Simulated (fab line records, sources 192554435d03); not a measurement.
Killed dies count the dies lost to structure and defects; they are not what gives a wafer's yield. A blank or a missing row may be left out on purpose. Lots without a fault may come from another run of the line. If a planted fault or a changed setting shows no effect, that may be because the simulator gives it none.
Matching of chambers -- flow n5_finfet -- 4 sister chambers for N5_BEOL_M3_ETCHBACK_99 on rie_diel-05
The step etches SiO2 in CHF3, target depth 5 nm, time 10.4 s. 8 wafers are shown with their chamber, then 8 later ones without.

EACH WAFER AND ITS CHAMBER
wafer,chamber,rf_vpp_V (V),throttle_valve_pct (%)
L079.2,0,241,16.54
L079.3,2,242,16.83
L079.5,0,240,16.54
L081.2,2,240,16.85
L091.1,3,233,16.38
L091.4,3,233,16.39
L091.5,1,242,16.65
L092.1,1,243,16.66

WAFERS WITHOUT THEIR CHAMBER
wafer,rf_vpp_V (V),throttle_valve_pct (%)
L092.3,233,16.40
L092.6,239,16.60
L094.1,240,16.44
L094.2,240,16.58
L094.6,240,16.59
L095.1,233,16.41
L095.5,234,16.42
L095.6,241,16.47

WHICH CHAMBER EACH WENT THROUGH
wafer,from the rows above,in truth
L092.3,3,3
L092.6,can't be placed: 0 or 1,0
L094.1,can't be placed: 3 or 0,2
L094.2,0,0
L094.6,0,0
L095.1,3,3
L095.5,3,3
L095.6,0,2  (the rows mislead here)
Correct placement for 5 of the 8. These rows do not allow placing 2 (true chamber among the candidates in 1). Wrongly placed: 1.
How it was worked out, from the rows above alone: a wafer's distance from a chamber is the root of the sum, over the readings, of the square of ((its reading less the chamber's mean) divided by the reading's scatter). The wafer belongs to the nearest chamber; if the next one is less than 2 further off, it can't be placed. Each chamber's mean is taken over the wafers shown for it. The scatter: take each reading less its chamber's mean, square it, sum over the shown wafers, divide by the number of wafers less the number of chambers, and take the root.
